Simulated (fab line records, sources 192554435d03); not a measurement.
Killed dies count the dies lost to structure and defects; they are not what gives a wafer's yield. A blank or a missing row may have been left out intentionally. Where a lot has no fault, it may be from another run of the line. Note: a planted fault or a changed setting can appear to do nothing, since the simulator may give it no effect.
Matching of chambers    flow n5Finfet    rieDiel-05 running N5_BEOL_M9_DESCUM_33: 4 sister chambers
The step chemistry O2, time 7 s. 24 wafers are shown with their chamber, then 12 later ones without.

WAFERS WITH THEIR CHAMBER
wafer   chamber  showerheadPlenumPTorr (Torr)  drypumpMotorCurrentA (A)  oesProductAu (a.u.)
L077.1  3        2.04                          5.6                       0.91
L077.5  1        2.04                          5.2                       0.86
L077.6  0        2.08                          6.1                       0.73
L076.1  3        2.04                          5.6                       0.90
L076.2  0        2.08                          6.2                       0.72
L076.3  1        2.04                          5.2                       0.86
L076.4  2        2.15                          6.0                       0.69
L076.5  3        2.04                          5.6                       0.90
L076.6  0        2.08                          6.2                       0.72
L080.1  2        2.15                          6.0                       0.69
L080.3  3        2.04                          5.5                       0.90
L080.5  3        2.04                          5.5                       0.90
L079.2  2        2.15                          6.0                       0.70
L079.3  3        2.04                          5.6                       0.90
L079.4  3        2.04                          5.6                       0.89
L083.2  3        2.04                          5.5                       0.87
L083.5  2        2.15                          6.0                       0.69
L083.6  1        2.03                          5.2                       0.84
L082.1  2        2.15                          6.0                       0.69
L082.4  3        2.04                          5.6                       0.88
L082.5  1        2.03                          5.2                       0.85
L084.1  3        2.04                          5.6                       0.87
L084.4  3        2.04                          5.6                       0.88
L084.5  2        2.15                          6.0                       0.69

SIGNATURES (means of the wafers above)
reading                chamber 0  chamber 1  chamber 2  chamber 3  scatter within a chamber
showerheadPlenumPTorr  2.0800     2.0350     2.1500     2.0400     0.00224
drypumpMotorCurrentA   6.167      5.200      6.000      5.573      0.0377
oesProductAu           0.7233     0.8525     0.6917     0.8909     0.0108
Rule: for a wafer and a chamber, the distance is found by dividing, reading by reading, the gap between the wafer's reading and the chamber's mean by the reading's scatter, squaring, summing and taking the root. The wafer belongs to the nearest chamber; if the next one is less than 2 further off, it can't be placed. The scatter: the root of (the sum of the squares of (reading less its chamber's mean) over the shown wafers, divided by (wafers less chambers)).

WAFERS WITH NO CHAMBER GIVEN
wafer   showerheadPlenumPTorr (Torr)  drypumpMotorCurrentA (A)  oesProductAu (a.u.)
L089.1  2.07                          6.2                       0.70
L089.2  2.03                          5.6                       0.86
L089.4  2.15                          6.1                       0.68
L090.1  2.15                          6.0                       0.68
L090.2  2.07                          6.1                       0.71
L090.3  2.03                          5.2                       0.82
L092.1  2.14                          6.0                       0.69
L092.2  2.07                          6.2                       0.70
L092.3  2.03                          5.6                       0.86
L093.3  2.06                          6.1                       0.69
L093.4  2.07                          6.2                       0.69
L093.6  2.03                          5.2                       0.80

EACH ONE'S CHAMBER
wafer   from the rows above  in truth
L089.1  0                    0
L089.2  3                    3
L089.4  2                    2
L090.1  2                    2
L090.2  0                    0
L090.3  1                    1
L092.1  2                    2
L092.2  0                    0
L092.3  3                    3
L093.3  0                    0
L093.4  0                    0
L093.6  1                    1
12 of 12 placed correctly. Number that these rows cannot place: 0. Placed wrongly: 0.
